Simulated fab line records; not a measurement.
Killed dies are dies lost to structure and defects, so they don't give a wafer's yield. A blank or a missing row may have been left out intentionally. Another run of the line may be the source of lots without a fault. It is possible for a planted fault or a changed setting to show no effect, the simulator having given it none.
fab line records	flow n5-finfet
record: lots: 9	wafers: 26	last-day: 21
route steps=1938 shown DUMMY_GATE@233 BEOL_M4@1111 PASSIVATION@1936
lots untouched by any fault: they come from a run of this same line in which no faults occurred
start-h: start of the lot's first displayed wafer, in hours after the record's first day	wait-h: hours from the lot's prior step to this one	" same as the row above	L1.1+2: several wafers, shown together as one row	- no value present, or no start provided	* or withheld: withheld	< > ~ a bound
route shown NAME@n: names a module that has steps shown in the file, with the first one's number in the route	usual: mean/standard deviation of fault-free wafers	same: alike in all rows	chamber/n: place in a boat	sites: each site's reading	_std_site: the standard deviation of these	_edge_site: the outer-site mean with the inner-site mean subtracted	radius-mm: how far each site lies from the wafer's centre	mask NAME#n: copy n	behind: the tool/chamber that last shaped the wafer	hold: why the lot was held/for how many hours/how that ended	device: whichever transistor did not switch (one of n, p or np)	end of line: the tests these same wafers got at the end of their route	for a step that has no rows: nothing shown but its recipe	killed: count of dies lost to structure and defects at first sort (not the wafer's yield)	map: a wafer's dies, x killed, . not, _ none there
set.NAME: the run value of the setting; set.NAME@STEP: its run value at that earlier step	model.NAME: the simulator's own value behind a step, which no gauge read
the route's steps for a sample of lots (tables are steps, rows are wafers)
services: a tool's chamber out of use, with start hour (start-h, from the record's first day; less than 0 if before it), hours out, and reason
== steps ==
step: N5_DUMMY_GATE_INSPECT_17
recipe: mode: adi	inspect-instrument: brightfield
usual: raw-defect-count: 201/50
lot.wafer	tool	chamber	start-h	wait-h	raw-defect-count
L497.2	defect-inspect-01	-	51.90	0.0	134
L497.4	"	-	"	"	168
L500.2	defect-inspect-02	-	73.29	0.0	257
L500.4	"	-	"	"	238
L500.5	"	-	"	"	252
L502.2	defect-inspect-02	-	84.32	0.0	140
L502.4	"	-	"	"	127
L502.5	"	-	"	"	188
L506.1	defect-inspect-01	-	109.22	0.1	151
L506.4	"	-	"	"	212
L506.5	"	-	"	"	117
L509.1	defect-inspect-01	-	122.86	0.1	186
L509.2	"	-	"	"	251
L509.6	"	-	"	"	200
L510.2	defect-inspect-01	-	128.55	0.1	318
L510.5	"	-	"	"	195
L510.6	"	-	"	"	240
L514.2	defect-inspect-02	-	154.55	0.0	228
L514.3	"	-	"	"	235
L514.5	"	-	"	"	244
L516.2	defect-inspect-02	-	168.42	0.0	189
L516.3	"	-	"	"	228
L516.4	"	-	"	"	215
L519.4	defect-inspect-01	-	183.82	0.0	260
L519.5	"	-	"	"	260
L519.6	"	-	"	"	145
step: N5_DUMMY_GATE_ETCH_29
recipe: chemistry: N2/H2	target: underlayer	target-depth-a: 130	ion-energy-ev: 200	pressure-mtorr: 30	source-w: 840	bias-w: 150	n2-flow-sccm: 200	h2-flow-sccm: 200
usual: bias-w: 150.0/0.47	drypump-motor-current-A: 5.6/0.47	oes-product-au: 0.76/0.053	rf-fwd-power-W: 831/3.6	rf-vpp-V: 524.6/2.9	showerhead-plenum-p-Torr: 2.57/0.1	throttle-valve-pct: 17.97/0.28
lot.wafer	tool	chamber	start-h	wait-h	bias-w	drypump-motor-current-A	oes-product-au	rf-fwd-power-W	rf-hours-counter-h	rf-vpp-V	showerhead-plenum-p-Torr	throttle-valve-pct
L497.2	rie-diel-02	1	52.00	0.0	150.2	6.4	0.84	831	50	527.7	2.69	17.64
L497.4	"	2	"	"	148.8	5.0	0.73	834	184	526.7	2.63	17.87
L500.2	rie-diel-06	2	73.38	0.0	150.6	5.5	0.74	831	187	524.6	2.51	17.77
L500.4	"	3	"	"	150.0	6.0	0.71	833	234	524.8	2.61	18.15
L500.5	"	3	"	"	150.0	6.0	0.71	828	-	527.6	2.61	18.16
L502.2	rie-diel-06	2	84.41	0.0	149.4	5.5	0.74	834	188	523.4	2.51	17.78
L502.4	"	1	"	"	150.4	5.5	0.86	832	50	527.9	2.67	17.38
L502.5	"	3	"	"	150.5	6.1	0.71	830	-	525.6	2.61	18.14
L506.1	rie-diel-02	2	109.31	0.0	150.3	5.0	0.71	829	195	526.6	2.63	17.89
L506.4	"	3	"	"	150.5	5.7	0.85	828	56	519.7	2.51	18.48
L506.5	"	0	"	"	149.2	4.8	0.71	828	-	520.6	2.39	18.29
L509.1	rie-diel-05	2	122.96	0.0	149.8	6.1	0.82	830	105	528.1	2.70	18.05
L509.2	"	3	"	"	149.9	5.8	0.76	830	151	520.0	2.44	17.80
L509.6	"	0	"	"	150.4	5.0	0.75	831	-	520.1	2.43	17.91
L510.2	rie-diel-02	2	128.64	0.0	150.3	5.0	0.70	837	199	526.9	2.63	17.90
L510.5	"	3	"	"	149.6	5.7	0.83	830	-	521.3	2.51	18.47
L510.6	"	2	"	"	150.3	5.0	0.70	840	-	527.3	2.63	17.92
L514.2	rie-diel-05	2	154.65	0.0	150.4	6.1	0.82	833	111	527.9	2.70	18.05
L514.3	"	0	"	"	149.6	5.0	0.74	834	158	520.9	2.43	17.93
L514.5	"	1	"	"	150.1	5.6	0.72	836	-	526.8	2.65	18.13
L516.2	rie-diel-02	1	168.63	0.0	150.3	6.4	0.80	823	77	528.3	2.68	17.66
L516.3	"	2	"	"	150.2	5.0	0.70	834	210	526.3	2.62	17.93
L516.4	"	3	"	"	150.4	5.7	0.82	827	72	521.3	2.50	18.50
L519.4	rie-diel-05	1	185.05	0.0	150.1	5.5	0.72	834	-	526.3	2.64	18.14
L519.5	"	2	"	"	150.3	6.1	0.79	830	-	527.5	2.69	18.05
L519.6	"	0	"	"	149.6	5.0	0.73	831	-	519.3	2.42	17.95
step: N5_DUMMY_GATE_CD_MEAS_24
recipe: target-cd-nm: 15
usual: cd-nm: 15.2/0.6
lot.wafer	tool	chamber	start-h	wait-h	cd-nm
L497.2	cd-sem-01	-	52.81	0.1	15.8
L497.4	"	-	"	"	16.0
L500.2	cd-sem-01	-	74.19	0.1	14.9
L500.4	"	-	"	"	15.8
L500.5	"	-	"	"	15.5
L502.2	cd-sem-01	-	85.22	0.1	14.9
L502.4	"	-	"	"	16.2
L502.5	"	-	"	"	15.5
L506.1	cd-sem-02	-	110.12	0.1	15.9
L506.4	"	-	"	"	14.7
L506.5	"	-	"	"	15.3
L509.1	cd-sem-03	-	123.76	0.1	14.7
L509.2	"	-	"	"	16.2
L509.6	"	-	"	"	15.9
L510.2	cd-sem-01	-	129.45	0.1	15.7
L510.5	"	-	"	"	14.4
L510.6	"	-	"	"	15.5
L514.2	cd-sem-03	-	155.59	0.1	15.2
L514.3	"	-	"	"	16.2
L514.5	"	-	"	"	15.1
L516.2	cd-sem-01	-	169.47	0.1	14.9
L516.3	"	-	"	"	14.8
L516.4	"	-	"	"	15.0
L519.4	cd-sem-01	-	185.86	0.1	15.0
L519.5	"	-	"	"	14.4
L519.6	"	-	"	"	15.6
step: N5_DUMMY_GATE_ETCH_42
recipe: chemistry: CHF3/O2	target: SiO2	target-depth-a: 35	time-s: 31	ion-energy-ev: 30	bias-w: 12	pressure-mtorr: 30	source-w: 600	Ar_flow_sccm: 200	CHF3_flow_sccm: 50	O2_flow_sccm: 5
usual: bias-w: 12.00/0.037	drypump-motor-current-A: 5.6/0.46	mfc-ar-sccm: 200.0/0.62	oes_o_777_au: 0.76/0.053	oes-product-au: 0.76/0.051	rf-fwd-power-W: 594.4/2.2	rf-vpp-V: 42.9/1.2	showerhead-plenum-p-Torr: 2.42/0.096	throttle-valve-pct: 18.82/0.2
lot.wafer	tool	chamber	start-h	wait-h	bias-w	drypump-motor-current-A	mfc-ar-sccm	oes_o_777_au	oes-product-au	rf-fwd-power-W	rf-hours-counter-h	rf-vpp-V	showerhead-plenum-p-Torr	throttle-valve-pct
L497.2	rie-diel-05	3	52.85	0.0	12.01	5.7	199.0	0.77	0.76	592.7	141	43.5	2.32	18.68
L497.4	"	0	"	"	12.03	5.0	199.8	0.73	0.75	595.1	142	43.8	2.31	18.85
L500.2	rie-diel-06	2	74.24	0.0	11.98	5.6	199.5	0.72	0.75	595.8	187	42.6	2.41	18.77
L500.4	"	0	"	"	12.00	5.8	200.5	0.77	0.81	597.0	-	42.1	2.43	18.93
L500.5	"	1	"	"	12.05	5.5	200.0	0.89	0.86	594.8	-	43.7	2.52	18.32
L502.2	rie-diel-06	3	85.27	0.0	12.04	6.0	200.6	0.69	0.69	590.7	235	44.9	2.48	19.14
L502.4	"	1	"	"	11.94	5.6	200.1	0.89	0.85	594.9	50	43.8	2.52	18.31
L502.5	"	3	"	"	12.03	6.1	200.7	0.69	0.69	595.5	-	43.8	2.48	19.13
L506.1	rie-diel-02	3	110.18	0.1	11.96	5.7	199.6	0.81	0.85	592.8	56	44.3	2.33	18.92
L506.4	"	2	"	"	12.04	5.1	200.3	0.73	0.72	595.1	195	40.5	2.47	18.72
L506.5	"	1	"	"	12.01	6.4	201.0	0.84	0.84	594.0	-	42.6	2.54	18.60
L509.1	rie-diel-02	0	123.81	0.0	12.03	4.8	200.4	0.73	0.71	593.6	216	43.2	2.27	19.13
L509.2	"	2	"	"	11.99	5.0	200.5	0.72	0.72	595.2	198	41.7	2.47	18.71
L509.6	"	2	"	"	12.00	5.0	200.4	0.71	0.71	596.3	-	40.4	2.47	18.72
L510.2	rie-diel-05	1	129.55	0.1	12.07	5.6	200.0	0.70	0.73	594.3	183	41.9	2.51	19.01
L510.5	"	2	"	"	12.02	6.1	200.3	0.81	0.80	592.8	-	42.9	2.54	18.69
L510.6	"	3	"	"	12.00	5.8	200.0	0.76	0.74	595.8	-	43.8	2.31	18.69
L514.2	rie-diel-05	3	155.63	0.0	12.00	5.7	200.0	0.74	0.74	595.5	158	45.6	2.31	18.70
L514.3	"	1	"	"	12.01	5.6	200.9	0.71	0.73	596.0	188	41.2	2.50	19.00
L514.5	"	3	"	"	11.98	5.7	200.2	0.75	0.74	594.6	-	44.9	2.31	18.69
L516.2	rie-diel-05	1	169.58	0.1	11.91	5.6	201.4	0.71	0.72	594.8	193	41.4	2.50	19.00
L516.3	"	3	"	"	13.49	5.7	200.4	0.75	0.75	592.6	163	45.6	2.31	18.70
L516.4	"	0	"	"	11.95	5.0	201.3	0.71	0.72	595.6	164	42.4	2.31	18.88
L519.4	rie-diel-05	2	186.00	0.1	12.06	6.1	199.6	0.79	0.79	596.0	-	41.6	2.53	18.73
L519.5	"	1	"	"	12.03	5.5	200.3	0.70	0.71	593.7	-	42.1	2.50	19.02
L519.6	"	0	"	"	12.01	5.0	199.4	0.70	0.72	596.4	-	43.0	2.30	18.91
step: N5_BEOL_M4_RC_MEAS_101
usual: DIBL_N: 36.1/2.3	DIBL_P: 36/3.2	IOFF_N: 0.16/0.045	IOFF_P: 0.21/0.049	ION_N: 674/14	ION_P: 462/8.4	SS_N: 71.6/0.83	SS_P: 73.2/0.87	VT_N: 249/3.8	VT_P: -250/3.4
lot.wafer	tool	chamber	start-h	wait-h	DIBL_N[mV/V]	DIBL_P[mV/V]	IOFF_N[nA/um]	IOFF_P[nA/um]	ION_N[uA/um]	ION_P[uA/um]	SS_N[mV/dec]	SS_P[mV/dec]	VT_N[mV]	VT_P[mV]
L497.2	prober-01	0	271.85	0.2	33.3	35	0.12	0.19	655	460	70.6	73.0	254	-250
L497.4	"	0	"	"	34.5	36	0.13	0.23	664	464	70.5	72.7	249	-244
L502.2	prober-02	0	277.70	0.2	35.9	36	0.16	0.18	671	449	71.5	74.0	248	-250
L502.4	"	0	"	"	31.9	31	0.10	0.13	663	451	69.7	72.0	252	-256
L502.5	"	0	"	"	35.3	34	0.16	0.17	670	453	70.8	72.7	246	-255
L500.2	prober-02	0	280.86	0.2	35.8	36	0.15	0.20	674	458	71.7	72.9	249	-251
L500.4	"	0	"	"	34.3	34	0.13	0.17	669	461	71.1	72.6	249	-252
L500.5	"	0	"	"	34.7	35	0.14	0.19	677	460	70.5	72.1	249	-251
L506.1	prober-01	0	303.85	0.0	33.8	34	0.16	0.22	667	462	71.5	73.0	248	-248
L506.4	"	0	"	"	34.2	34	0.14	0.21	662	460	71.5	72.4	250	-249
L506.5	"	0	"	"	34.2	34	0.15	0.21	684	474	71.1	73.1	248	-249
L509.1	prober-02	0	344.81	0.0	37.5	37	0.18	0.23	666	457	72.6	73.9	248	-250
L509.2	"	0	"	"	32.3	30	0.11	0.14	656	448	70.9	71.3	255	-256
L509.6	"	0	"	"	33.1	31	0.11	0.15	658	453	71.1	72.1	252	-254
L510.2	prober-02	0	347.82	0.2	36.9	34	0.16	0.20	689	470	70.9	72.9	249	-247
L510.5	"	0	"	"	38.7	37	0.19	0.24	693	472	71.8	74.2	243	-245
L510.6	"	0	"	"	39.8	37	0.22	0.24	688	465	71.8	73.6	243	-247
L514.2	prober-02	0	355.66	0.2	36.0	35	0.16	0.22	669	460	71.3	72.8	248	-247
L514.3	"	0	"	"	34.3	33	0.15	0.20	670	459	71.2	72.3	248	-248
L514.5	"	0	"	"	38.8	39	0.24	0.29	688	464	72.0	73.4	243	-247
L516.2	prober-02	0	358.83	0.2	37.6	38	0.17	0.20	673	458	71.3	73.8	248	-252
L516.3	"	0	"	"	39.2	41	0.21	0.28	674	466	72.2	75.1	249	-249
L516.4	"	0	"	"	36.5	37	0.15	0.20	675	462	71.2	73.9	248	-254
L519.4	prober-01	0	394.25	0.5	37.5	39	0.20	0.25	683	463	72.7	73.3	246	-248
L519.5	"	0	"	"	40.1	42	0.24	0.29	679	461	72.7	74.2	246	-248
L519.6	"	0	"	"	37.4	38	0.19	0.24	681	466	72.0	73.7	247	-247
step: N5_PASSIVATION_PROBE_49
usual: defect-limited-yield: 90.9/1.6	killed_at_M0_to_M3: 37/11	killed_at_M4_up: 15/5.6	killed-at-contacts: 13/6.4	killed-at-front-end: 39/11	killed-at-other: 4/3.1	killed-dies: 107/19	killed-open: 71/14	killed-short: 34/7.8	sort_bin_5_function: 5.3/1	sort_bin_6_memory: 3.4/0.72	sort-n-pass: 1072/20	sort-yield-pct: 90.9/1.7
same: gross-dies: 1180	killed-at-back-side: 0	sort_bin_4_leakage[%]: 0	sort_bin_8_speed[%]: 0
lot.wafer	tool	chamber	start-h	wait-h	defect-limited-yield[%]	killed_at_M0_to_M3	killed_at_M4_up	killed-at-contacts	killed-at-front-end	killed-at-other	killed-dies	killed-open	killed-short	sort_bin_5_function[%]	sort_bin_6_memory[%]	sort-n-pass	sort-yield-pct[%]
L497.2	prober-01	-	370.53	0.1	91.1	43	14	10	32	6	105	62	38	4.7	3.6	1075	91.1
L497.4	prober-01	-	370.63	0.2	94.2	21	15	4	27	2	69	40	25	3.7	2.1	1111	94.2
L500.2	prober-01	-	376.91	0.1	92.5	14	11	29	33	1	88	56	24	4.3	2.8	1092	92.5
L500.4	prober-01	-	377.01	0.2	90.5	25	21	13	51	2	112	73	38	5.2	3.9	1068	90.5
L500.5	prober-01	-	377.06	0.2	90.1	43	14	22	38	0	117	78	32	6.4	3.1	1063	90.1
L502.2	prober-02	-	395.33	0.1	92.5	35	18	17	17	2	89	65	21	4.4	3.0	1091	92.5
L502.4	prober-02	-	395.43	0.2	91.4	33	29	15	25	0	102	66	33	5.4	2.7	1078	91.4
L502.5	prober-02	-	395.48	0.2	92.7	43	12	4	19	8	86	58	26	3.9	2.9	1094	92.7
L506.1	prober-01	-	435.53	0.0	88.5	56	12	16	46	6	136	83	49	6.5	4.3	1044	88.5
L506.4	prober-01	-	435.68	0.2	91.1	33	14	10	41	7	105	62	39	5.4	3.2	1075	91.1
L506.5	prober-01	-	435.73	0.2	90.8	32	19	12	45	1	109	78	31	5.8	3.1	1071	90.8
L509.1	prober-01	-	467.93	0.0	92.6	35	6	11	31	4	87	50	37	4.1	3.3	1093	92.6
L509.2	prober-01	-	467.98	0.1	89.8	53	15	19	28	5	120	76	42	6.0	3.6	1060	89.8
L509.6	prober-01	-	468.18	0.3	92.9	30	12	15	25	2	84	56	26	4.0	3.1	1096	92.9
L510.2	prober-02	-	469.07	0.1	92.3	28	9	5	49	0	91	72	18	4.1	3.1	1089	92.3
L510.5	prober-02	-	469.22	0.2	89.6	39	23	5	53	3	123	87	33	5.7	4.3	1057	89.6
L510.6	prober-02	-	469.27	0.3	91.7	35	14	4	38	7	98	65	30	4.7	3.2	1082	91.7
L514.2	prober-02	-	491.57	0.1	91.0	26	17	9	51	3	106	64	40	5.3	3.4	1074	91.0
L514.3	prober-02	-	491.62	0.1	89.7	29	25	14	52	1	121	81	35	5.8	4.2	1059	89.7
L514.5	prober-02	-	491.72	0.2	91.4	36	15	11	37	3	102	68	33	5.3	3.2	1078	91.4
L516.2	prober-01	-	496.22	0.1	92.7	25	15	10	34	2	86	56	29	4.4	2.7	1094	92.7
L516.3	prober-01	-	496.27	0.1	90.5	36	11	10	52	3	112	72	38	5.9	3.2	1068	90.5
L516.4	prober-01	-	496.32	0.2	89.8	48	17	18	36	1	120	95	24	6.1	3.7	1060	89.8
L519.4	prober-02	-	506.92	0.6	88.6	68	3	14	49	1	135	93	40	6.4	4.4	1045	88.6
L519.5	prober-02	-	506.97	0.7	90.5	34	14	10	50	4	112	65	44	5.6	3.2	1068	90.5
L519.6	prober-02	-	507.02	0.7	93.2	37	7	4	29	3	80	54	25	4.4	2.4	1100	93.2
killed by level:class
L497.2 BEOL_M0_SAQP:geometric-particle:open=15 BEOL_M0_SAQP:geometric-particle:short=13 GATE_CUT:geometric-particle:short=9 MOL_CONTACT_COAG:geometric-particle:open=7 FIN_SAQP:geometric-particle:open=6 GATE_CUT:geometric-particle:open=5 BEOL_M1:geometric-particle:open=5 BEOL_M4:geometric-particle:open=4
L497.4 BEOL_M0_SAQP:geometric-particle:short=7 BEOL_M4:geometric-particle:open=6 DUMMY_GATE:geometric-particle:open=4 GATE_CUT:geometric-particle:open=4 FIN_SAQP:geometric-particle:short=3 FIN_SAQP:geometric-particle:open=3 GATE_CUT:geometric-particle:short=3 BEOL_M0_SAQP:geometric-particle:open=3
L500.2 MOL_CONTACT_COAG:geometric-particle:open=22 FIN_SAQP:geometric-particle:open=9 GATE_CUT:geometric-particle:short=7 BEOL_M1:geometric-particle:open=7 STI_FIN_REVEAL:geometric-particle:open=6 MOL_CONTACT_COAG:geometric-particle:short=5 BEOL_M0_SAQP:geometric-particle:short=4 FIN_SAQP:geometric-particle:short=3
L500.4 BEOL_M4:geometric-particle:open=11 MOL_CONTACT_COAG:geometric-particle:open=10 FIN_SAQP:geometric-particle:open=9 GATE_CUT:geometric-particle:short=9 FIN_SAQP:geometric-particle:short=7 STARTING-WAFER:geometric-particle:open=7 DUMMY_GATE:geometric-particle:open=5 STI_FIN_REVEAL:geometric-particle:open=5
L500.5 MOL_CONTACT_COAG:geometric-particle:open=19 BEOL_M3:geometric-particle:open=13 FIN_SAQP:geometric-particle:short=12 BEOL_M1:geometric-particle:open=10 BEOL_M0_SAQP:geometric-particle:open=7 FIN_SAQP:geometric-particle:open=6 BEOL_M2:geometric-particle:open=4 GATE_CUT:geometric-particle:short=4
L502.2 MOL_CONTACT_COAG:geometric-particle:open=14 BEOL_M2:geometric-particle:open=13 BEOL_M4:geometric-particle:open=9 STI_FIN_REVEAL:geometric-particle:open=5 BEOL_M3:geometric-particle:open=5 FIN_SAQP:geometric-particle:open=3 GATE_CUT:geometric-particle:short=3 MOL_CONTACT_COAG:geometric-particle:short=3
L502.4 BEOL_M4:geometric-particle:open=16 MOL_CONTACT_COAG:geometric-particle:open=13 BEOL_M1:geometric-particle:open=10 FIN_SAQP:geometric-particle:short=9 BEOL_M0_SAQP:geometric-particle:short=5 FIN_SAQP:geometric-particle:open=4 BEOL_M0:geometric-particle:short=4 BEOL_M4:geometric-particle:short=4
L502.5 BEOL_M1:geometric-particle:open=12 BEOL_M2:geometric-particle:open=8 BEOL_M0_SAQP:geometric-particle:open=5 BEOL_M0_SAQP:geometric-particle:short=5 BEOL_M0:geometric-particle:open=4 FIN_SAQP:geometric-particle:open=3 ILD0:geometric-particle:open=3 MOL_CONTACT_COAG:geometric-particle:open=3
L506.1 MOL_CONTACT_COAG:geometric-particle:open=14 BEOL_M2:geometric-particle:open=14 FIN_SAQP:geometric-particle:short=13 BEOL_M3:geometric-particle:open=11 FIN_SAQP:geometric-particle:open=10 BEOL_M0_SAQP:geometric-particle:short=8 BEOL_M0_SAQP:geometric-particle:open=8 STI_FIN_REVEAL:geometric-particle:open=7
L506.4 FIN_SAQP:geometric-particle:short=15 MOL_CONTACT_COAG:geometric-particle:open=8 BEOL_M0_SAQP:geometric-particle:open=8 BEOL_M2:geometric-particle:open=8 FIN_SAQP:geometric-particle:open=6 BEOL_M0:geometric-particle:short=5 BEOL_M4:geometric-particle:open=5 BEOL_M5:geometric-particle:open=5
L506.5 STI_FIN_REVEAL:geometric-particle:open=19 BEOL_M2:geometric-particle:open=18 FIN_SAQP:geometric-particle:short=10 MOL_CONTACT_COAG:geometric-particle:open=10 BEOL_M4:geometric-particle:open=9 BEOL_M0_SAQP:geometric-particle:short=5 FIN_SAQP:geometric-particle:open=4 STI_FIN_REVEAL:geometric-particle:short=4
L509.1 MOL_CONTACT_COAG:geometric-particle:open=9 BEOL_M0_SAQP:geometric-particle:open=9 BEOL_M0_SAQP:geometric-particle:short=9 BEOL_M1:geometric-particle:open=8 FIN_SAQP:geometric-particle:short=7 FIN_SAQP:geometric-particle:open=5 GATE_CUT:geometric-particle:short=5 STI_FIN_REVEAL:geometric-particle:open=4
L509.2 BEOL_M1:geometric-particle:open=17 MOL_CONTACT_COAG:geometric-particle:open=15 BEOL_M0_SAQP:geometric-particle:short=9 BEOL_M0_SAQP:geometric-particle:open=8 BEOL_M4:geometric-particle:open=7 BEOL_M3:geometric-particle:open=6 BEOL_M1:geometric-particle:short=5 STI_FIN_REVEAL:geometric-particle:open=4
L509.6 MOL_CONTACT_COAG:geometric-particle:open=9 BEOL_M0_SAQP:geometric-particle:open=7 STI_FIN_REVEAL:geometric-particle:open=6 BEOL_M1:geometric-particle:open=6 BEOL_M0_SAQP:geometric-particle:short=6 MOL_CONTACT_COAG:geometric-particle:short=5 BEOL_M3:geometric-particle:open=5 BEOL_M4:geometric-particle:open=5
L510.2 STI_FIN_REVEAL:geometric-particle:open=15 BEOL_M3:geometric-particle:open=13 DUMMY_GATE:geometric-particle:open=8 FIN_SAQP:geometric-particle:open=6 MOL_CONTACT_COAG:geometric-particle:open=5 BEOL_M1:geometric-particle:open=5 BEOL_M4:geometric-particle:open=5 DUMMY_GATE:geometric-particle:short=4
L510.5 BEOL_M4:geometric-particle:open=17 FIN_SAQP:geometric-particle:open=14 BEOL_M3:geometric-particle:open=12 BEOL_M1:geometric-particle:open=10 STI_FIN_REVEAL:geometric-particle:open=8 FIN_SAQP:geometric-particle:short=7 GATE_CUT:geometric-particle:short=5 DUMMY_GATE:geometric-particle:open=5
L510.6 STI_FIN_REVEAL:geometric-particle:open=9 BEOL_M1:geometric-particle:open=9 DUMMY_GATE:geometric-particle:open=8 BEOL_M4:geometric-particle:open=7 FIN_SAQP:geometric-particle:short=6 BEOL_M3:geometric-particle:open=6 BEOL_M0_SAQP:geometric-particle:open=5 BEOL_M2:geometric-particle:open=4
L514.2 FIN_SAQP:geometric-particle:short=12 FIN_SAQP:geometric-particle:open=11 BEOL_M4:geometric-particle:open=10 STI_FIN_REVEAL:geometric-particle:open=9 MOL_CONTACT_COAG:geometric-particle:open=9 BEOL_M1:geometric-particle:open=6 STI_FIN_REVEAL:geometric-particle:short=5 BEOL_M0:geometric-particle:open=4
L514.3 STI_FIN_REVEAL:geometric-particle:open=15 MOL_CONTACT_COAG:geometric-particle:open=10 BEOL_M4:geometric-particle:open=10 FIN_SAQP:geometric-particle:short=9 FIN_SAQP:geometric-particle:open=8 BEOL_M1:geometric-particle:open=7 BEOL_M0_SAQP:geometric-particle:short=5 BEOL_M5:geometric-particle:short=5
L514.5 STI_FIN_REVEAL:geometric-particle:open=11 BEOL_M0_SAQP:geometric-particle:open=11 BEOL_M0_SAQP:geometric-particle:short=8 FIN_SAQP:geometric-particle:open=7 MOL_CONTACT_COAG:geometric-particle:open=6 FIN_SAQP:geometric-particle:short=5 DUMMY_GATE:geometric-particle:open=5 MOL_CONTACT_COAG:geometric-particle:short=5
L516.2 STI_FIN_REVEAL:geometric-particle:open=10 BEOL_M3:geometric-particle:open=9 MOL_CONTACT_COAG:geometric-particle:open=8 BEOL_M4:geometric-particle:short=6 FIN_SAQP:geometric-particle:open=5 BEOL_M0_SAQP:geometric-particle:short=5 STI_FIN_REVEAL:geometric-particle:short=3 DUMMY_GATE:geometric-particle:open=3
L516.3 STI_FIN_REVEAL:geometric-particle:open=16 BEOL_M3:geometric-particle:open=9 STI_FIN_REVEAL:geometric-particle:short=7 MOL_CONTACT_COAG:geometric-particle:open=7 BEOL_M0_SAQP:geometric-particle:short=6 FIN_SAQP:geometric-particle:open=5 GATE_CUT:geometric-particle:short=5 BEOL_M0:geometric-particle:open=5
L516.4 MOL_CONTACT_COAG:geometric-particle:open=16 BEOL_M3:geometric-particle:open=14 STI_FIN_REVEAL:geometric-particle:open=12 BEOL_M0_SAQP:geometric-particle:open=10 BEOL_M4:geometric-particle:open=8 FIN_SAQP:geometric-particle:open=7 DUMMY_GATE:geometric-particle:open=6 BEOL_M0_SAQP:geometric-particle:short=6
L519.4 BEOL_M0_SAQP:geometric-particle:open=23 BEOL_M0_SAQP:geometric-particle:short=14 STI_FIN_REVEAL:geometric-particle:open=12 BEOL_M3:geometric-particle:open=12 FIN_SAQP:geometric-particle:open=11 MOL_CONTACT_COAG:geometric-particle:open=10 FIN_SAQP:geometric-particle:short=9 BEOL_M2:geometric-particle:open=9
L519.5 FIN_SAQP:geometric-particle:short=17 FIN_SAQP:geometric-particle:open=11 BEOL_M0_SAQP:geometric-particle:open=10 MOL_CONTACT_COAG:geometric-particle:open=8 BEOL_M2:geometric-particle:open=6 BEOL_M3:geometric-particle:open=6 SPACER0:geometric-particle:short=5 BEOL_M0_SAQP:geometric-particle:short=5
L519.6 BEOL_M1:geometric-particle:open=8 BEOL_M0_SAQP:geometric-particle:short=7 FIN_SAQP:geometric-particle:open=5 BEOL_M0_SAQP:geometric-particle:open=5 BEOL_M3:geometric-particle:open=5 STI_FIN_REVEAL:geometric-particle:open=4 MOL_CONTACT_COAG:geometric-particle:open=4 BEOL_M0:geometric-particle:open=4
== services ==
tool	chamber	start-h	hours	kind
rie-diel-05	3	36.76	2.9	repair
rie-diel-05	-	95.09	0.1	repair
rie-diel-06	3	141.41	1.3	repair
rie-diel-06	3	156.83	2.9	repair
rie-diel-06	3	159.87	-	clean
rie-diel-06	3	159.87	-	consumable-replace:focus-ring
rie-diel-06	3	159.87	22.0	scheduled-down
rie-diel-06	3	159.87	22.0	vent-cycle
rie-diel-02	-	169.40	14.6	pm
rie-diel-05	3	183.44	8.8	repair
== key ==
first-sign: step: N5_DUMMY_GATE_ETCH_42	reading: bias-w	direction: up	sigmas: 40	usual: *	struck: *
effect none on later readings
met-at N5_DUMMY_GATE_ETCH_42
struck-lots L516
struck-wafers L516.3
not-acting-at N5_DUMMY_GATE_INSPECT_17,N5_DUMMY_GATE_ETCH_29,N5_DUMMY_GATE_CD_MEAS_24
onset-between 155.63 169.58
fault: kind: process-parameter-drift	tool: rie-diel-05	chamber: 3	onset-h: 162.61	steps: N5_DUMMY_GATE_ETCH_42	channel: bias-w	offset: *	shape: step	end-h: 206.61	acts-in: *	stated: *
